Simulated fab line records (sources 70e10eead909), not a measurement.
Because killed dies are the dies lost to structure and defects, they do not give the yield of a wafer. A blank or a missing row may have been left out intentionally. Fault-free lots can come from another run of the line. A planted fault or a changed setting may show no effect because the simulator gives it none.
fab line records	flow nand_harc	part 1 of 2: steps 1 to 29 of 36
[record] lots = 5	wafers = 15	last_day = 26
route steps=1159 shown A_STAIRCASE@703
lots with no fault: from the same line, run without faults
start_h: hours from the record's opening day to when the first of the lot's shown wafers began	wait_h: hours since the lot's step before	" as in the row above	L1.1+2: a single row standing in for several wafers	- no value present, or no start provided	* or withheld: withheld	< > ~ a bound
route shown NAME@n: a module of which the file shows steps, and the number in the route of the first	usual: mean/standard deviation taken from wafers without a fault	same: alike in all rows	chamber/n: place in a boat	sites: per-site readings	_std_site: the standard deviation of these	_edge_site: the outer-site mean with the inner-site mean subtracted	radius_mm: for every site, how far away it sits from the centre of the wafer	mask NAME#n: copy n	behind: tool/chamber where the wafer was last shaped	hold: what put the lot on hold/how long, in hours/how the hold closed	device: which transistor (n, p or np) failed to switch	end of line: the same wafers' tests at the end of the route	a step given without rows: its recipe and nothing more	killed: the dies lost at the first sort to structure and to defects; this is not the yield of the wafer	map: a wafer's dies, marking killed ones x, the rest . and places with no die _
set.NAME: setting as actually run; set.NAME@STEP: the setting as run at that earlier step	model.NAME: the simulator's own value behind a step, which no gauge read
a table for each step, a row for each wafer; lots at some steps of the route
services: when a tool's chamber went out of use (start_h, in hours from the record's first day, below 0 if earlier), for how many hours, and the reason
[[steps]]
[step NHARC_A_STAIRCASE_PRECLEAN_419]
[recipe] time_s = *	temp_c = 50	bath_age_min = 0	chemistry = SC1
lot.wafer	tool	chamber	start_h	wait_h
L075.6+3+4	wet_bench-06	6,7,2	339.72	0.0
L084.3+6+1	wet_bench-04	2,6,7	352.42	0.0
L083.1+6+4	wet_bench-02	6,2,3	355.39	0.0
L081.5+1+4	wet_bench-06	1,3,6	355.39	0.0
L085.4+3+5	wet_bench-04	5,6,7	358.22	0.1
[step NHARC_A_STAIRCASE_SRD_421]
lot.wafer	tool	chamber	start_h	wait_h
L075.6+3+4	wet_bench-06	6,7,2	-	-
L084.3+6+1	wet_bench-04	2,6,7	-	-
L083.1+6+4	wet_bench-02	6,2,3	-	-
L081.5+1+4	wet_bench-06	1,3,6	-	-
L085.4+3+5	wet_bench-04	5,6,7	358.26	0.0
[step NHARC_A_STAIRCASE_ALD_420]
[recipe] target_thk_a = 200	pulse_time_s = 6	ald_cycles = 200	temp_c = 300	material = SiO2
[usual] heater_power_outer_w = 248/32	heater_power_w = 447/50	precursor_pulse_height_rel = 0.999/0.021
lot.wafer	tool	chamber	start_h	wait_h	heater_power_outer_w	heater_power_w	precursor_pulse_height_rel
L075.3	ald_hk-01	3	340.27	-	240	423	1.016
L075.4	"	0	"	"	219	455	0.989
L075.6	"	1	"	"	232	442	1.013
L084.3	ald_hk-03	0	353.52	-	297	511	0.979
L084.1	"	2	"	"	199	369	0.999
L084.6	"	1	"	"	230	401	1.012
L083.1	ald_hk-03	1	355.54	-	230	408	1.014
L083.4	"	3	"	"	278	514	0.991
L083.6	"	1	"	"	242	408	1.017
L081.4	ald_hk-01	3	355.55	-	249	414	1.005
L081.1	"	1	"	"	229	451	0.993
L081.5	"	3	"	"	246	421	1.005
L085.4	ald_hk-01	3	358.54	0.3	247	429	0.990
L085.3	"	0	"	"	225	444	1.019
L085.5	"	2	"	"	246	478	0.994
[step NHARC_A_STAIRCASE_CVD_552]
[recipe] target_thk_a = 400	temp_c = 700	pressure_mtorr = 300	material = SiNx
lot.wafer	tool	chamber	start_h	wait_h
L075.3+4+6	lpcvd-02	0	-	-
L081.1+4+5	lpcvd-02	1	-	-
L083.1+4+6	lpcvd-02	0	-	-
L084.1+3+6	lpcvd-02	0	-	-
L085.3+4+5	lpcvd-02	1	-	-
[step NHARC_A_STAIRCASE_DEP_151]
[recipe] target_thk_a = 38000	temp_c = 400	target_thk_nm = 3800	teos_flow_sccm = 200	rf_w = 500	material = SiO2
[usual] heater_power_outer_w = 396/64	heater_power_w = 670/88
lot.wafer	tool	chamber	start_h	wait_h	heater_power_outer_w	heater_power_w
L075.3	pecvd-03	2	348.31	0.6	338	653
L075.6	"	1	"	"	364	628
L075.4	"	0	"	"	377	726
L083.1	pecvd-02	2	361.22	0.7	533	852
L083.6	"	1	"	"	342	556
L083.4	"	2	"	"	402	679
L084.3	pecvd-01	0	361.47	1.0	431	730
L084.1	"	1	"	"	413	641
L084.6	"	2	"	"	432	696
L081.1	pecvd-02	2	361.79	1.3	506	813
L081.4	"	0	"	"	333	598
L081.5	"	2	"	"	404	684
L085.3	pecvd-02	1	366.82	0.6	440	662
L085.4	"	2	"	"	414	678
L085.5	"	0	"	"	338	602
[step NHARC_A_STAIRCASE_ANNEAL_320]
[recipe] temp_c = 750	time_s = 1800
lot.wafer	tool	chamber	start_h	wait_h
L075.3+4+6	furnace-05	0	352.99	-
L081.1+4+5	furnace-05	0	365.39	-
L083.1+4+6	furnace-05	0	365.39	-
L084.1+3+6	furnace-05	0	365.39	-
L085.3+4+5	furnace-08	0	370.83	-
[step NHARC_A_STAIRCASE_DEP_322]
[recipe] target_thk_a = 38000	temp_c = 400	target_thk_nm = 3800	teos_flow_sccm = 200	rf_w = 500	material = SiO2
[usual] heater_power_outer_w = 392/65	heater_power_w = 673/89
lot.wafer	tool	chamber	start_h	wait_h	heater_power_outer_w	heater_power_w
L075.3	pecvd-01	0	356.40	0.1	353	639
L075.6	"	0	"	"	311	601
L075.4	"	2	"	"	428	699
L084.3	pecvd-03	0	368.75	0.1	407	744
L084.1	"	1	"	"	389	652
L084.6	"	0	"	"	378	708
L083.1	pecvd-01	0	368.75	0.1	423	731
L083.6	"	0	"	"	318	607
L083.4	"	1	"	"	344	554
L081.1	pecvd-01	0	369.51	0.8	366	676
L081.5	"	1	"	"	334	556
L081.4	"	0	"	"	314	594
L085.3	pecvd-03	1	374.45	0.3	452	761
L085.5	"	0	"	"	362	729
L085.4	"	1	"	"	365	644
[step NHARC_A_STAIRCASE_ANNEAL_323]
[recipe] temp_c = 750	time_s = 1800
lot.wafer	tool	chamber	start_h	wait_h
L075.3+4+6	furnace-05	0	360.88	-
L081.1+4+5	furnace-06	0	373.98	-
L083.1+4+6	furnace-06	0	373.98	-
L084.1+3+6	furnace-06	0	373.98	-
L085.3+4+5	furnace-08	0	380.95	-
[step NHARC_A_STAIRCASE_DEP_325]
[recipe] target_thk_a = 38000	temp_c = 400	target_thk_nm = 3800	teos_flow_sccm = 200	rf_w = 500	material = SiO2
[usual] heater_power_outer_w = 393/66	heater_power_w = 671/88
lot.wafer	tool	chamber	start_h	wait_h	heater_power_outer_w	heater_power_w
L075.3	pecvd-03	0	364.32	0.2	381	722
L075.6	"	2	"	"	284	590
L075.4	"	1	"	"	369	640
L084.1	pecvd-03	1	377.41	0.1	387	660
L084.3	"	0	"	"	395	743
L084.6	"	1	"	"	370	626
L083.1	pecvd-02	0	377.80	0.4	428	731
L083.6	"	0	"	"	340	612
L083.4	"	1	"	"	345	539
L081.1	pecvd-03	0	378.00	0.6	506	879
L081.5	"	0	"	"	392	727
L081.4	"	1	"	"	364	643
L085.3	pecvd-01	1	384.63	0.4	370	595
L085.4	"	0	"	"	317	596
L085.5	"	1	"	"	344	543
[step NHARC_A_STAIRCASE_ANNEAL_326]
[recipe] temp_c = 750	time_s = 1800
lot.wafer	tool	chamber	start_h	wait_h
L075.3+4+6	furnace-08	0	367.91	-
L081.1+4+5	furnace-08	0	383.91	-
L083.1+4+6	furnace-08	0	383.91	-
L084.1+3+6	furnace-08	0	383.91	-
L085.3+4+5	furnace-08	0	388.50	-
[step NHARC_A_STAIRCASE_DEHYDRATE_433]
[recipe] temp_c = 150	time_s = 120
[usual] heater_power_total_W = 182.5/1.2	resist_line_temp_C = 23.00/0.11
lot.wafer	tool	chamber	start_h	wait_h	heater_power_total_W	resist_line_temp_C
L075.3	litho_track-05	0	371.27	0.1	181.2	23.17
L075.4	"	0	"	"	181.1	23.16
L075.6	"	0	"	"	183.2	23.15
L084.1	litho_track-02	0	387.27	0.1	182.2	22.93
L084.3	"	0	"	"	182.7	22.93
L084.6	"	0	"	"	184.0	22.83
L083.1	litho_track-02	0	387.28	0.1	181.4	22.96
L083.4	"	0	"	"	182.7	23.09
L083.6	"	0	"	"	181.6	22.94
L081.1	litho_track-05	0	387.29	0.1	180.4	23.15
L081.4	"	0	"	"	182.1	23.14
L081.5	"	0	"	"	183.8	23.06
L085.3	litho_track-07	0	391.90	0.1	183.0	23.00
L085.4	"	0	"	"	181.9	22.98
L085.5	"	0	"	"	181.0	23.04
[step NHARC_A_STAIRCASE_HMDS_434]
[recipe] time_s = 30
[usual] resist_line_temp_C = 22.99/0.11
lot.wafer	tool	chamber	start_h	wait_h	resist_line_temp_C
L075.3	litho_track-05	0	-	-	22.89
L075.4	"	0	"	"	22.87
L075.6	"	0	"	"	22.74
L084.1	litho_track-02	0	-	-	22.87
L084.3	"	0	"	"	22.80
L084.6	"	0	"	"	22.87
L083.1	litho_track-02	0	-	-	22.90
L083.4	"	0	"	"	23.02
L083.6	"	0	"	"	22.98
L081.1	litho_track-05	0	-	-	23.11
L081.4	"	0	"	"	22.94
L081.5	"	0	"	"	23.01
L085.3	litho_track-07	0	-	-	22.87
L085.4	"	0	"	"	23.04
L085.5	"	0	"	"	23.06
[step NHARC_A_STAIRCASE_COAT_435]
[recipe] spin_rpm = 1200
[usual] resist_line_temp_C = 22.95/0.11
lot.wafer	tool	chamber	start_h	wait_h	resist_line_temp_C
L075.3	litho_track-05	0	-	-	23.05
L075.4	"	0	"	"	23.08
L075.6	"	0	"	"	23.02
L084.1	litho_track-02	0	-	-	23.11
L084.3	"	0	"	"	23.02
L084.6	"	0	"	"	22.93
L083.1	litho_track-02	0	-	-	22.87
L083.4	"	0	"	"	22.81
L083.6	"	0	"	"	22.85
L081.1	litho_track-05	0	-	-	22.94
L081.4	"	0	"	"	22.86
L081.5	"	0	"	"	22.80
L085.3	litho_track-07	0	-	-	23.18
L085.4	"	0	"	"	22.88
L085.5	"	0	"	"	22.73
[step NHARC_A_STAIRCASE_SOFTBAKE_436]
[recipe] temp_c = 135	time_s = 170
[usual] heater_power_total_W = 134.4/1	resist_line_temp_C = 22.97/0.12
lot.wafer	tool	chamber	start_h	wait_h	heater_power_total_W	resist_line_temp_C
L075.3	litho_track-05	0	-	-	135.3	23.07
L075.4	"	0	"	"	133.3	22.97
L075.6	"	0	"	"	133.4	23.11
L084.1	litho_track-02	0	-	-	135.7	22.95
L084.3	"	0	"	"	133.2	23.14
L084.6	"	0	"	"	135.6	23.08
L083.1	litho_track-02	0	-	-	135.4	23.18
L083.4	"	0	"	"	135.1	22.94
L083.6	"	0	"	"	134.8	23.23
L081.1	litho_track-05	0	-	-	135.7	23.15
L081.4	"	0	"	"	135.5	23.13
L081.5	"	0	"	"	135.3	23.07
L085.3	litho_track-07	0	-	-	135.6	23.02
L085.4	"	0	"	"	136.2	22.85
L085.5	"	0	"	"	133.2	23.00
[step NHARC_A_STAIRCASE_EBR_437]
[usual] resist_line_temp_C = 22.99/0.1
lot.wafer	tool	chamber	start_h	wait_h	resist_line_temp_C
L075.3	litho_track-05	0	-	-	22.76
L075.4	"	0	"	"	22.76
L075.6	"	0	"	"	22.84
L084.1	litho_track-02	0	-	-	23.04
L084.3	"	0	"	"	22.87
L084.6	"	0	"	"	23.03
L083.1	litho_track-02	0	-	-	23.10
L083.4	"	0	"	"	22.97
L083.6	"	0	"	"	23.21
L081.1	litho_track-05	0	-	-	22.88
L081.4	"	0	"	"	23.00
L081.5	"	0	"	"	23.14
L085.3	litho_track-07	0	-	-	22.92
L085.4	"	0	"	"	23.01
L085.5	"	0	"	"	23.02
[step NHARC_A_STAIRCASE_EXPOSE_438]
[recipe] na = 0.5	dose_mj = 28.97	mask_id = STAIR_REV
lot.wafer	tool	chamber	start_h	wait_h	mask
L075.3+4+6	krf_scanner-04	0	371.75	-	STAIR_REV#0
L084.1+3+6	krf_scanner-03	0	387.47	-	STAIR_REV#0
L083.1+4+6	krf_scanner-04	0	387.70	-	STAIR_REV#0
L081.1+4+5	krf_scanner-04	0	387.74	-	STAIR_REV#0
L085.3+4+5	krf_scanner-02	0	392.40	-	STAIR_REV#0
[step NHARC_A_STAIRCASE_PEB_439]
[recipe] peb_temp_c = 115	peb_time_s = 130
[usual] heater_power_total_W = 123.87/0.2	resist_line_temp_C = 23.00/0.12
lot.wafer	tool	chamber	start_h	wait_h	heater_power_total_W	resist_line_temp_C
L075.3	litho_track-07	0	371.81	0.1	123.60	22.90
L075.4	"	0	"	"	123.70	22.92
L075.6	"	0	"	"	124.06	22.96
L084.1	litho_track-05	0	387.54	0.1	123.75	22.93
L084.3	"	0	"	"	124.01	22.87
L084.6	"	0	"	"	123.76	22.98
L083.1	litho_track-05	0	387.77	0.1	123.97	23.02
L083.4	"	0	"	"	124.03	23.10
L083.6	"	0	"	"	123.44	22.96
L081.1	litho_track-02	0	387.81	0.1	123.97	23.02
L081.4	"	0	"	"	123.44	23.24
L081.5	"	0	"	"	123.98	23.17
L085.3	litho_track-07	0	392.46	0.0	124.02	23.04
L085.4	"	0	"	"	123.67	22.98
L085.5	"	0	"	"	124.04	22.94
[step NHARC_A_STAIRCASE_DEVELOP_440]
[recipe] time_s = 140
[usual] resist_line_temp_C = 23.02/0.11
lot.wafer	tool	chamber	start_h	wait_h	resist_line_temp_C
L075.3	litho_track-07	0	-	-	22.97
L075.4	"	0	"	"	22.92
L075.6	"	0	"	"	23.04
L084.1	litho_track-05	0	-	-	22.95
L084.3	"	0	"	"	23.11
L084.6	"	0	"	"	22.98
L083.1	litho_track-05	0	-	-	22.96
L083.4	"	0	"	"	23.03
L083.6	"	0	"	"	23.01
L081.1	litho_track-02	0	-	-	22.96
L081.4	"	0	"	"	22.91
L081.5	"	0	"	"	23.00
L085.3	litho_track-07	0	-	-	22.81
L085.4	"	0	"	"	22.85
L085.5	"	0	"	"	23.00
[step NHARC_A_STAIRCASE_HARDBAKE_442]
[recipe] temp_c = 120	time_s = 140
[usual] heater_power_total_W = 127.32/0.21	resist_line_temp_C = 23.00/0.11
lot.wafer	tool	chamber	start_h	wait_h	heater_power_total_W	resist_line_temp_C
L075.3	litho_track-07	0	372.04	-	127.51	23.06
L075.4	"	0	"	"	127.21	23.01
L075.6	"	0	"	"	127.36	23.04
L084.1	litho_track-07	0	387.76	-	127.33	23.10
L084.3	"	0	"	"	127.57	22.88
L084.6	"	0	"	"	127.50	22.99
L083.1	litho_track-02	0	387.99	-	127.26	22.89
L083.4	"	0	"	"	127.15	22.90
L083.6	"	0	"	"	127.35	23.02
L081.1	litho_track-05	0	388.03	-	127.11	23.12
L081.4	"	0	"	"	127.23	23.09
L081.5	"	0	"	"	127.14	23.13
L085.3	litho_track-05	0	392.69	-	127.63	22.86
L085.4	"	0	"	"	127.37	23.03
L085.5	"	0	"	"	127.51	22.89
[step NHARC_A_STAIRCASE_DESCUM_443]
[recipe] time_s = 3	o2_flow_sccm = 200	ar_flow_sccm = 0	bias_power_w = 0	chemistry = O2
[usual] drypump_motor_current_A = 5.9/0.49	mfc_ar_sccm = 0.004/0.0084	oes_product_au = 0.999/0.0087	rf_vpp_V = 57.8/0.98	showerhead_plenum_p_Torr = 1.91/0.073	throttle_valve_pct = 11.310/0.0095
lot.wafer	tool	chamber	start_h	wait_h	drypump_motor_current_A	mfc_ar_sccm	oes_product_au	rf_hours_counter_h	rf_vpp_V	showerhead_plenum_p_Torr	throttle_valve_pct
L075.4	rie_diel-04	1	372.23	-	5.4	0	1.000	42	58.9	1.94	11.308
L075.3	"	0	"	"	6.4	0	1.016	45	59.2	1.83	11.306
L075.6	"	1	"	"	5.4	0	1.006	-	58.2	1.94	11.299
L084.1	rie_diel-11	1	387.85	-	5.8	0	0.981	3	59.4	1.97	11.322
L084.3	"	0	"	"	6.1	0.007	0.978	3	58.8	2.05	11.308
L084.6	"	1	"	"	5.8	0	0.982	-	57.7	1.97	11.311
L083.1	rie_diel-04	0	388.15	-	6.4	0	1.009	52	57.3	1.83	11.304
L083.4	"	1	"	"	5.4	0	0.999	48	58.3	1.94	11.312
L083.6	"	0	"	"	6.4	0	1.003	-	59.2	1.83	11.308
L081.4	rie_diel-05	2	388.20	-	6.4	0	0.999	15	60.4	1.98	11.317
L081.1	"	0	"	"	5.2	0	0.996	19	58.1	1.91	11.315
L081.5	"	2	"	"	6.5	0	0.999	-	58.9	1.98	11.304
L085.4	rie_diel-05	2	392.79	-	6.4	0	0.995	19	57.5	1.98	11.311
L085.3	"	0	"	"	5.3	0	0.998	23	57.2	1.91	11.314
L085.5	"	2	"	"	6.5	0	0.997	-	57.6	1.98	11.304
[step NHARC_A_STAIRCASE_ETCH_444]
[recipe] target_depth_a = 1.02e+05	time_s = 3400	c4f8_flow_sccm = 20	o2_flow_sccm = 10	ar_flow_sccm = withheld	rf_w = 600	bias_w = 1000	chemistry = C4F8/O2
[usual] oes_product_au = 0.933/0.014	rf_vpp_V = 807/4.3
lot.wafer	tool	chamber	start_h	wait_h	oes_product_au	rf_hours_counter_h	rf_vpp_V
L075.3	rie_diel-04	0	374.50	2.2	0.924	47	804
L075.4	"	1	"	"	0.934	44	808
L075.6	"	0	"	"	0.929	-	802
L084.3	rie_diel-11	0	387.93	0.1	0.973	4	814
L084.1	"	2	"	"	0.950	3	800
L084.6	"	0	"	"	0.970	-	813
L083.4	rie_diel-04	3	389.91	1.8	0.932	53	814
L083.1	"	1	"	"	0.930	50	808
L083.6	"	2	"	"	0.926	-	807
L081.1	rie_diel-05	3	389.92	1.7	0.941	19	801
L081.4	"	0	"	"	0.942	22	806
L081.5	"	2	"	"	0.940	-	810
L085.4	rie_diel-05	1	393.34	0.5	0.926	22	805
L085.3	"	2	"	"	0.927	19	811
L085.5	"	3	"	"	0.918	-	802
[step NHARC_A_STAIRCASE_STRIP_446]
[recipe] power_w = 1500	temp_c = 250	chemistry = O2
[usual] drypump_motor_current_A = 5.59/0.28	heater_power_w = 315/34
lot.wafer	tool	chamber	start_h	wait_h	drypump_motor_current_A	heater_power_w	rf_hours_counter_h
L075.4	plasma_asher-01	0	376.64	0.1	5.30	323	-
L075.3	"	1	"	"	5.63	269	-
L075.6	"	1	"	"	5.63	272	-
L084.1	plasma_asher-01	0	390.38	0.2	5.30	323	46
L084.3	"	1	"	"	5.65	282	-
L084.6	"	1	"	"	5.63	277	-
L083.1	plasma_asher-01	0	391.95	0.0	5.29	328	47
L083.4	"	0	"	"	5.31	335	-
L083.6	"	1	"	"	5.65	275	-
L081.1	plasma_asher-02	1	391.96	0.0	6.19	317	7
L081.4	"	0	"	"	5.77	378	-
L081.5	"	0	"	"	5.77	379	-
L085.3	plasma_asher-01	0	395.22	0.1	5.31	328	-
L085.4	"	1	"	"	5.62	279	-
L085.5	"	0	"	"	5.28	324	-
[step NHARC_A_STAIRCASE_STRIP_447]
[recipe] time_s = 900	temp_c = 130	chemistry = SPM
lot.wafer	tool	chamber	start_h	wait_h
L075.4+6+3	wet_bench-06	5,6,7	376.90	0.2
L084.3+6+1	wet_bench-04	2,4,5	390.74	0.2
L083.4+1+6	wet_bench-04	4,7,0	392.31	0.2
L081.5+4+1	wet_bench-02	7,0,2	392.31	0.1
L085.4+5+3	wet_bench-06	5,0,1	395.47	0.2
[step NHARC_A_STAIRCASE_PRECLEAN_448]
[recipe] time_s = *	temp_c = 50	bath_age_min = 0	chemistry = SC1
lot.wafer	tool	chamber	start_h	wait_h
L075.4+6+3	wet_bench-06	5,6,7	-	-
L084.3+6+1	wet_bench-04	2,4,5	-	-
L083.4+1+6	wet_bench-04	4,7,0	-	-
L081.5+4+1	wet_bench-02	7,0,2	-	-
L085.4+5+3	wet_bench-06	5,0,1	-	-
[step NHARC_A_STAIRCASE_SRD_449]
lot.wafer	tool	chamber	start_h	wait_h
L075.4+6+3	wet_bench-06	5,6,7	-	-
L084.3+6+1	wet_bench-04	2,4,5	-	-
L083.4+1+6	wet_bench-04	4,7,0	-	-
L081.5+4+1	wet_bench-02	7,0,2	-	-
L085.4+5+3	wet_bench-06	5,0,1	-	-
[step NHARC_A_STAIRCASE_CMP_450]
[recipe] target_thk_nm = 200	material = SiO2
[usual] motor_current_A = 12.0/1.6
lot.wafer	tool	chamber	start_h	wait_h	motor_current_A
L075.4	cmp-03	2	377.37	-	11.4
L075.3	"	3	"	"	15.0
L075.6	"	0	"	"	9.3
L084.3	cmp-02	0	391.19	-	13.4
L084.1	"	1	"	"	10.4
L084.6	"	0	"	"	14.2
L083.4	cmp-02	2	392.76	-	13.4
L083.1	"	3	"	"	11.8
L083.6	"	2	"	"	13.5
L081.4	cmp-03	0	392.80	-	9.5
L081.1	"	1	"	"	11.0
L081.5	"	3	"	"	14.3
L085.4	cmp-02	3	395.93	-	11.1
L085.3	"	2	"	"	12.8
L085.5	"	0	"	"	14.2
[step NHARC_A_STAIRCASE_CMP_152]
[usual] motor_current_A = 12.0/1.6
lot.wafer	tool	chamber	start_h	wait_h	motor_current_A
L075.4	cmp-03	2	377.45	0.1	11.5
L075.3	"	3	"	"	14.7
L075.6	"	0	"	"	9.4
L084.3	cmp-02	0	391.26	0.1	13.2
L084.1	"	1	"	"	10.9
L084.6	"	0	"	"	13.5
L083.4	cmp-02	2	392.84	0.1	12.9
L083.1	"	3	"	"	10.6
L083.6	"	2	"	"	13.2
L081.4	cmp-03	0	392.88	0.1	9.6
L081.1	"	1	"	"	10.4
L081.5	"	3	"	"	15.6
L085.4	cmp-02	3	396.01	0.1	10.5
L085.3	"	2	"	"	12.9
L085.5	"	0	"	"	13.8
[step NHARC_A_STAIRCASE_SRD_154]
lot.wafer	tool	chamber	start_h	wait_h
L075.6+3+4	wet_bench-02	5,0,1	377.71	0.0
L084.3+1+6	wet_bench-04	5,1,2	391.54	0.0
L083.6+1+4	wet_bench-04	2,5,6	393.11	0.0
L081.5+1+4	wet_bench-02	3,5,6	393.14	0.0
L085.3+5+4	wet_bench-02	1,2,5	396.30	0.0
[step NHARC_A_STAIRCASE_ETCH_403]
[recipe] target_depth_a = 1082	chemistry = dHF	material = SiO2
lot.wafer	tool	chamber	start_h	wait_h
L075.6+3+4	wet_bench-02	5,0,1	377.73	0.0
L084.3+1+6	wet_bench-04	5,1,2	391.56	0.0
L083.6+1+4	wet_bench-04	2,5,6	393.14	0.0
L081.5+1+4	wet_bench-02	3,5,6	393.17	0.0
L085.3+5+4	wet_bench-02	1,2,5	396.32	0.0
